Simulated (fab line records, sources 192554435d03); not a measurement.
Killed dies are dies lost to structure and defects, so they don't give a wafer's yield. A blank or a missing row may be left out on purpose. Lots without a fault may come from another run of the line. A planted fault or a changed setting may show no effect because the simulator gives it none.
Split-lot experiment | flow n5_finfet | 7 lots, 21 wafers read, on a route of 1938 steps

THE SPLIT
At N5_PMOS_HMC_CHANNEL_EPI_PEB_07 (peb time 60 s), the setting peb_temp_c was moved away from the recipe's 110 C on 6 of the 21 wafers read, by -2.7% to +2.8%. The other wafers ran this setting at the recipe's value.

FROM THE SPLIT TO THE READING: what the file shows between them, 1 step
- N5_PMOS_HMC_CHANNEL_EPI_DEVELOP_08: develop time 30 s

THE READING
cd_nm, in nm, at N5_PMOS_HMC_CHANNEL_EPI_CD_MEAS_09 (target cd 237.4 nm). Fault-free wafers of this fab line usually give 237.4 nm, standard deviation 1.1 nm.

wafer  | tool, chamber at the split | peb_temp_c as run, C | against the recipe | cd_nm, nm | against lot-mates on the recipe
L078.4 | litho_track-05, 0          | 110                  | recipe             | 239.9     | -
L078.5 | litho_track-05, 0          | 110                  | recipe             | 238.3     | -
L078.6 | litho_track-05, 0          | 110                  | recipe             | 238.6     | -
L080.1 | litho_track-05, 0          | 108.9                | -1.0%              | 234.2     | -3.5
L080.2 | litho_track-05, 0          | 110                  | recipe             | 238.0     | -
L080.6 | litho_track-05, 0          | 110                  | recipe             | 237.3     | -
L081.1 | litho_track-05, 0          | 110                  | recipe             | 238.7     | -
L081.3 | litho_track-05, 0          | 107                  | -2.7%              | 228.4     | -9.5
L081.5 | litho_track-05, 0          | 110                  | recipe             | 237.1     | -
L083.1 | litho_track-03, 0          | 110                  | recipe             | 237.0     | -
L083.2 | litho_track-03, 0          | 110                  | recipe             | 236.2     | -
L083.4 | litho_track-03, 0          | 110                  | recipe             | 237.1     | -
L084.2 | litho_track-05, 0          | 110                  | recipe             | 236.6     | -
L084.5 | litho_track-05, 0          | 110                  | recipe             | 236.2     | -
L084.6 | litho_track-05, 0          | 110                  | recipe             | 237.3     | -
L088.1 | litho_track-05, 0          | 113.1                | +2.8%              | 246.3     | +9.2
L088.3 | litho_track-05, 0          | 113.1                | +2.8%              | 245.8     | +8.7
L088.4 | litho_track-05, 0          | 110                  | recipe             | 237.1     | -
L091.1 | litho_track-04, 0          | 110                  | recipe             | 238.1     | -
L091.4 | litho_track-04, 0          | 111.6                | +1.5%              | 244.2     | +6.1
L091.6 | litho_track-04, 0          | 111.6                | +1.5%              | 243.2     | +5.1

THE FIT
A straight line over all 21 wafers: cd_nm changes by +3.29 nm for each +1% of peb_temp_c; r = +0.97; the points scatter about the line by 1 nm.
The same after taking each lot's own level away (the mean of its wafers on the recipe; 21 wafers): +3.37 nm for each +1%; r = +0.99; scatter 0.58 nm.
On that fit, the largest move of peb_temp_c shifts the reading by 9.5 nm.
The lots' own levels span 236.70 to 238.93 nm, that is 2.0 times the standard deviation above.
So the lot-to-lot level changes the slope little: the two slopes agree.
Check: with one of the wafers moved furthest among these (+2.8%) left out of the fit, the line predicts +9.6 nm for it against its lot-mates. It came out at +9.2 nm against them.

OTHER SPLITS ON THESE WAFERS
These wafers also went through other splits before the reading. Each is held against what the fit with the lots' levels taken away leaves over:
other split on the same wafers          | wafers away from the commonest value | r with cd_nm (lot level and that fit taken away)
N5_ZERO_LAYER_DEVELOP_10 develop_time_s | 5                                    | -0.03
N5_WELL_APT_COAT_02 spin_rpm            | 8                                    | +0.24

THE WHOLE CHAIN: every reading that the file lists as answering this split, in the file's order
step                               | what it does                                                           | reading                                                                     | change (the file's fit)              | r (the file's)
N5_PMOS_HMC_CHANNEL_EPI_CD_MEAS_09 | target cd 237.4 nm                                                     | cd_nm                                                                       | +3.41 nm for each +1% of the setting | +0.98
N5_PMOS_HMC_CHANNEL_EPI_DESCUM_14  | chemistry O2, time 7.9 s                                               | PMOS_HMC_CHANNEL_EPI.cd_nm (the simulator's own value, which no gauge read) | +3.31 nm for each +1% of the setting | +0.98
N5_PMOS_HMC_CHANNEL_EPI_ETCH_32    | etches BARC in N2/H2, stops on SiO2, target depth 85.8 nm, time 50.3 s | PMOS_HMC_CHANNEL_EPI.cd_nm (the simulator's own value, which no gauge read) | +3.21 nm for each +1% of the setting | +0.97

THE FILE'S OWN FIT
cd_nm changes by +3.41 nm for each +1% of peb_temp_c, r = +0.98.
